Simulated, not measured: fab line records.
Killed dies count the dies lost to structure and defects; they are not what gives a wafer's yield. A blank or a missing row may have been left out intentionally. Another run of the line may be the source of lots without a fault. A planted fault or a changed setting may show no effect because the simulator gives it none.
Problem report, 8D (eight disciplines) form, completed by code / flow nand harc / the parts of the form that need people (team, actions taken, sign-off) are left out

1. PROBLEM STATEMENT
Mean of killed at periphery at NHARC_END_SORT_01: 620.5 over 2 wafers from 1 lot, against 3.9 (standard deviation 2.8) on wafers with no fault. That is +99 or more standard deviations from the usual mean.
First seen on wafer L860.1, day 28 05:51, on prober-02. The record holds 36 wafers of 12 lots with a number at this step. The rule behind "out" and "out of limits": a value lying over 4 standard deviations away from the usual mean. The other wafers with a number count as sound.

2. WHAT IT IS, WHAT IT ISN'T
question=which readings at this step | is=killed at periphery, defect limited yield, killed dies | is not=killed at array, killed at other, killed open, killed short
question=which lots | is=L860 | is not=L852, L853, L854, L855, L858, L868, L869, L870, L871, L873, L875
question=which wafers of those lots | is=L860.1, L860.4 | is not=L860.2
question=read on which gauges | is=prober-02 | is not=prober-01
question=when | is=from day 28 05:51 | is not=up to then (15 sound wafers); but 19 sound wafers of L860, L868, L869, L870, L871, L873, L875 came after

3. SUSPECTS, AND WHAT RULES EACH OUT
Counting: a tool at a process step up to the reading stays a suspect if it ran every lot that is out. Sound lots after the first of them don't rule it out here, since some wafers of a struck lot are sound.
- the gauge at NHARC_END_SORT_01: ruled out. All the wafers that are out were read on prober-02, but those of them that NHARC_P_M0_ETCH_15 has rows for are out there too, on other tools.
- pvd sputter-01 at NHARC_P_CONTACT_PVD_32 (deposits Ti, target thk 5 nm, time 17.7 s): kept. The lot that is out, L860, ran on it at day 9 16:19; the last sound lot it ran before that was L858, at day 8 20:34. Because NHARC_P_CONTACT_PVD_32 lacks a start for some lots, the hours and order of its lots are taken from NHARC_P_M0_ETCH_15.
- rie diel-10 at NHARC_P_M0_ETCH_15 (etches the open film in C4F8/Ar, target depth 150 nm, overetch 15 nm, time 82.5 s): kept. The lot that is out, L860, ran on it at day 9 16:19; the last sound lot it ran before that was L858, at day 8 20:34. Its own readings are out on those wafers: run length s.
- pvd sputter-01 at NHARC_P_M0_PVD_21 (deposits Cu, target thk 30 nm, time 20.49 s): kept. The lot that is out, L860, ran on it at day 9 17:49; the last sound lot it ran before that was L854, at day 6 21:12. Because NHARC_P_M0_PVD_21 lacks a start for some lots, the hours and order of its lots are taken from NHARC_P_M0_ANNEAL_30.
- rtp anneal-01 at NHARC_P_M0_ANNEAL_30 (time 90 s): kept. The lot that is out, L860, ran on it at day 9 17:49; the last sound lot it ran before that was L852, at day 6 04:15.
- Within rie diel-10 at NHARC_P_M0_ETCH_15: the wafers that are out ran in chambers 0, 3; their sound lot-mates ran in chamber 1.
Left after counting: pvd sputter-01 at NHARC_P_CONTACT_PVD_32, rie diel-10 at NHARC_P_M0_ETCH_15, pvd sputter-01 at NHARC_P_M0_PVD_21, rtp anneal-01 at NHARC_P_M0_ANNEAL_30.

4. THE CAUSE (what the simulator had put in)
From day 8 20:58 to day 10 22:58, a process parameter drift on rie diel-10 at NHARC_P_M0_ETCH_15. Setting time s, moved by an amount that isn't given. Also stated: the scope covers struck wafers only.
Of the 4 suspects that counting leaves, this tool is one.

5. THE EFFECT CHAIN, in route order
One row per reading whose mean, taken over the struck wafers that have a number, lies over 3 standard deviations from the usual. Only readings for which the record gives a usual standard deviation are gone through. hours: the time from each lot's start at the first step in this table that gives one to its start at this step, as a median over the lots. sigmas: the change in usual standard deviations.
hours=0; step=NHARC_P_M0_ETCH_15; reading=run length s; usual=103.8 s; on struck wafers=82.6; change=-21.2; sigmas=-43
hours=446; step=NHARC_END_SORT_01; reading=defect limited yield; usual=90.9 %; on struck wafers=0.0; change=-90.9; sigmas=-35
hours=446; step=NHARC_END_SORT_01; reading=killed at periphery; usual=3.9; on struck wafers=620.5; change=+616.6; sigmas=+99 or more
hours=446; step=NHARC_END_SORT_01; reading=killed dies; usual=62; on struck wafers=677; change=+615; sigmas=+34
Here are the process steps it includes:
- NHARC_P_M0_ETCH_15: etches the open film in C4F8/Ar, target depth 150 nm, overetch 15 nm, time 82.5 s.
Readings that are blank on the struck wafers while sound wafers have them: bias w at NHARC_P_M0_ETCH_15.

6. WHAT WOULD HAVE CAUGHT IT SOONER
Counted from the fault's start at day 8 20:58, it took 465 hours until the first out-of-limits reading at a measuring or inspecting step in this record, taken at day 28 05:51.
The tool's own readings at NHARC_P_M0_ETCH_15 were out on every struck wafer that the step has a row for (run length s): an alarm limit on them would have fired on the first of those.
By day 28 05:51 the whole set of lots that are out, 1 in number, had already begun NHARC_P_M0_ETCH_15 on rie diel-10. None of them would have been spared by holding the tool at that moment.
